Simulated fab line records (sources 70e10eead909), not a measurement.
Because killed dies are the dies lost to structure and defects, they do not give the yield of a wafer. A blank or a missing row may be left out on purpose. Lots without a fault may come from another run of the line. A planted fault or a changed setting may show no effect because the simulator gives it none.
What tool caused it?	flow nandHarc	7 lots, 21 wafers sampled, at 2 steps of a route of 1159

WHAT THE GAUGES SHOWED, per wafer
NHARC_A_ONON_D1_THK_MEAS_02: measures by ellipsometry.
lot	measured	on	thkNm (nm)
L830	day 7 18:37	filmMetro-02	1006 1006 1006
L831	day 8 06:58	filmMetro-02	1003 1005 1004
L837	day 9 11:52	filmMetro-01	1003 1003 1002
L838	day 9 22:09	filmMetro-01	995 996 996
L846	day 11 15:02	filmMetro-02	989 989 991
L848	day 12 10:16	filmMetro-02	1288 991 991 1287 989 992
L851	day 12 20:55	filmMetro-02	999 998 998

TOOL THAT RAN EACH LOT (tool first, then ch and the chambers of the sampled wafers, then the start)
lot	NHARC_A_ONON_D1_DEP_00
L830	pecvdOnon-04 ch 0, day 7 18:06
L831	pecvdOnon-02 ch 0, day 8 06:29
L837	pecvdOnon-04 ch 0, day 9 11:21
L838	pecvdOnon-04 ch 0, day 9 21:49
L846	pecvdOnon-02 ch 0, day 11 14:31
L848	pecvdOnon-04 ch 0, day 12 09:45
L851	pecvdOnon-02 ch 0, day 12 20:32
- NHARC_A_ONON_D1_DEP_00: target thk 1000 nm.

THE ANSWER, worked out from the rows above alone
Rule: what is usual is taken from the lots themselves. Put in order of their means at a reading, lots are off if they are a third of the lots or fewer, leave a main group of 4 or more, and stand apart from it by a gap of 3 or more times the standard deviation of the main group's means; of several such gaps the widest counts. If all means in a main group match to the digits the tables above print for the reading, that group is not used. A lot without any number at a reading at which 4 lots or more have one is off too. Any other lot the step has rows for is counted as sound.
Off at NHARC_A_ONON_D1_THK_MEAS_02 (thkNm): L848. Mean 999 nm and standard deviation 5.6 in the main group.
A tool fits if, at a process step before that reading, it ran every lot that is off, and no sound lot after the first of them. Gauges at NHARC_A_ONON_D1_THK_MEAS_02: tried the same way as those tools. One fits: pecvdOnon-04 at NHARC_A_ONON_D1_DEP_00. Its last sound lot is L838 (day 9 21:49), its first lot that is off L848 (day 12 09:45): a fault that began between those two fits.

WHAT WAS PUT IN BY THE SIMULATOR
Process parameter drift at NHARC_A_ONON_D1_DEP_00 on pecvdOnon-04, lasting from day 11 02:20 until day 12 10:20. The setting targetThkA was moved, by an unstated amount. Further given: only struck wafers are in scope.
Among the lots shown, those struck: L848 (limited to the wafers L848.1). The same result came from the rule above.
